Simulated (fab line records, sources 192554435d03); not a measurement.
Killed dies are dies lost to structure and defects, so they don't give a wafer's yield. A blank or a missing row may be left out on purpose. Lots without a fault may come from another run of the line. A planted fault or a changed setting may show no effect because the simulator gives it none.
A struck lot beside a sound one | flow n5_finfet | 16 steps out of a route of 1938
Sound: wafers L720.4, L720.5, L720.6. Struck: wafer L732.3. (L732.2, L732.6 of the same lot were not struck and are left out.) The cause comes at the end.
At each step with rows: each side's tool, then ch and its chambers, then its first start. Under that, the readings that differ: sound wafers | struck wafers | difference of the means | sigmas: that difference in standard deviations of wafers without a fault.
alike: readings whose means differ by less than 2 such deviations, and words and numbers that are the same on both sides. not compared: withheld readings, readings that some wafer has no value for, bounds like >300 that may hide the same value, and numbers for which the record gives no deviation and whose values overlap.
The two part at a step that has a row with sigmas, a row that says differs or no value, or rows on one side only. Numbers that don't overlap but have no deviation are shown without sigmas and don't part them. A reading that every wafer of one side lacks parts them only if that side has two wafers or more.

N5_FIN_SAQP_HM_OPEN_73: chemistry CHF3/O2, target SiO2, stops on a-Si, target depth 12 nm, time 16.8 s.
  sound on rie_diel-02 ch 0,1,2, day 1 22:35; struck on rie_diel-05 ch 3, day 5 02:02
  alike: CHF3_flow_sccm, drypump_motor_current_A, oes_product_au, rf_vpp_V, showerhead_plenum_p_Torr, throttle_valve_pct
  not compared: rf_hours_counter_h
then, 2 steps without rows for these wafers: N5_FIN_SAQP_STRIP_74 (strips in CHF3/O2); N5_FIN_SAQP_MANDREL_ETCH_22 (etches a-Si in HBr/Cl2, stops on SiNx, target depth 60 nm, bt time 10 s, time 30 s).
N5_FIN_SAQP_STRIP_55: strips in N2/H2.
  sound on rie_diel-05 ch 1,2,3, day 1 23:04; struck on rie_diel-02 ch 0, day 5 02:15
  alike: drypump_motor_current_A, h2_flow_sccm, oes_product_au, rf_vpp_V, showerhead_plenum_p_Torr, throttle_valve_pct
  not compared: rf_hours_counter_h
then, 2 steps without rows for these wafers: N5_FIN_SAQP_STRIP_23 (strips in SPM, time 750 s); N5_FIN_SAQP_SRD_66 (time 30 s).
N5_FIN_SAQP_RECESS_75: chemistry HF/NH3, target SiO2, target depth 14.4 nm, afs cycles 3, sublimation time 60 s.
  sound on vapor_etch-01 ch 0,1, day 1 23:30; struck on vapor_etch-01 ch 1, day 5 02:36
  alike: drypump_motor_current_A, foreline_p_Torr
then, 2 steps without rows for these wafers: N5_FIN_SAQP_SPACER1_ALD_24 (deposits SiO2, target thk 20.3 nm, pulse time 1 s, purge time 2 s); N5_FIN_SAQP_SPACER1_ETCHBACK_25 (etches SiO2 in CHF3/O2, target depth 24.4 nm, time 12.2 s).
N5_FIN_SAQP_MANDREL1_REMOVE_56: chemistry HBr/Cl2/O2, target a-Si, stops on SiNx, bt time 10 s.
  sound on rie_si-02 ch 2,3, day 2 02:01; struck on rie_si-02 ch 0, day 5 05:46
  alike: drypump_motor_current_A, oes_product_au, throttle_valve_pct
  not compared: rf_hours_counter_h
N5_FIN_SAQP_CD_MEAS_27: target cd 20 nm.
  sound on cd_sem-03 ch 0, day 2 02:08; struck on cd_sem-03 ch 0, day 5 05:52
  alike: cd_nm
N5_FIN_SAQP_ETCH_57: etches SiNx in CH3F/O2, target depth 32.5 nm, time 46.4 s.
  sound on rie_diel-05 ch 2,3, day 2 02:20; struck on rie_diel-02 ch 1, day 5 05:55
  reading      | sound             | struck | difference | sigmas
  rf_vpp_V (V) | 296.4 295.0 295.8 | 302.5  | +6.8       | +3
  alike: drypump_motor_current_A, etch_rf_on_time_s, oes_product_au, showerhead_plenum_p_Torr, throttle_valve_pct
  not compared: rf_hours_counter_h
N5_FIN_SAQP_ETCH_65: etches SiO2 in CF4, target depth 4 nm, time 4.4 s.
  sound on rie_si-06 ch 0,3, day 2 02:27; struck on rie_si-02 ch 0, day 5 06:02
  reading                  | sound             | struck | difference | sigmas
  oes_product_au (a.u.)    | 0.984 0.976 0.985 | 1.348  | +0.366     | +20
  model.etch.depth_nm (nm) | 3.952 3.945 3.996 | 6.283  | +2.319     |
  alike: drypump_motor_current_A, throttle_valve_pct
  not compared: rf_hours_counter_h
then, 1 step without rows for these wafers: N5_FIN_SAQP_MANDREL_ETCH_58 (etches a-Si in HBr/Cl2, stops on SiNx, target depth 45 nm, bt time 10 s, time 27 s).
-- the record jumps here: 6 days lie between the struck wafers' starts before and after (it left off in module FIN_SAQP and takes up again in module BEOL_M4, whose first step shown is number 1111 of the route) --
N5_BEOL_M4_RC_MEAS_101:
  sound on prober-02 ch 0, day 8 13:20; struck on prober-01 ch 0, day 11 09:19
  reading       | sound          | struck | difference | sigmas
  SS_P (mV/dec) | 72.4 72.5 72.5 | 74.4   | +1.9       | +4
  alike: DIBL_N, DIBL_P, IOFF_N, IOFF_P, ION_N, ION_P, SS_N, VT_N, VT_P
N5_PASSIVATION_PROBE_49:
  the record has rows for the sound wafers here (prober-01, day 13 03:34) and none for the struck ones

WHERE THEY PART
First at N5_FIN_SAQP_ETCH_57; last, within this record, at N5_PASSIVATION_PROBE_49.

WHY: what the simulator had put in
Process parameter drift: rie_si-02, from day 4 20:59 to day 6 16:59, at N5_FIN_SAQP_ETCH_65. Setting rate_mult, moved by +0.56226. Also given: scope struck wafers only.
